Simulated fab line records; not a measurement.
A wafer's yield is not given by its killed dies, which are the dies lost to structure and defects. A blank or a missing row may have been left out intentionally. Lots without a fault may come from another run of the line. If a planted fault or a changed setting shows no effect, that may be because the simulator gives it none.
Matching of chambers	flow nandHarc	3 sister chambers for NHARC_A_STAIRCASE_DEP_151 on pecvd-01
The step deposits SiO2, target thk 7200 nm. 3 wafers are shown with their chamber, then 7 later ones without.

## EACH WAFER AND ITS CHAMBER
wafer	chamber	heaterPowerW (W)
L074.6	2	595
L083.1	1	687
L083.2	0	733

## WAFERS WITHOUT THEIR CHAMBER
wafer	heaterPowerW (W)
L083.4	591
L086.1	717
L086.2	666
L086.6	641
L096.3	739
L096.5	581
L096.6	620

## CHAMBER TAKEN BY EACH
wafer	from the rows above	in truth
L083.4	2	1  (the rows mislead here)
L086.1	can't be placed: 0 or 1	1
L086.2	1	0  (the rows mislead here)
L086.6	can't be placed: 1 or 2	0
L096.3	0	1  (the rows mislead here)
L096.5	2	2
L096.6	can't be placed: 2 or 1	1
Placed correctly: 1 of 7. These rows do not allow placing 3 (true chamber among the candidates in 2). Wrongly placed: 3.
How it was worked out, from the rows above alone: a wafer's distance from a chamber is the root of the sum, over the readings, of the square of ((its reading less the chamber's mean) divided by the reading's scatter). If the next closest chamber is less than 2 further off than the closest, the wafer can't be placed; otherwise it belongs to the closest. A chamber's mean is the mean of its shown wafers. The scatter: root of mean squared gap, hidden wafer to nearest shown wafer, with one shown wafer a chamber.
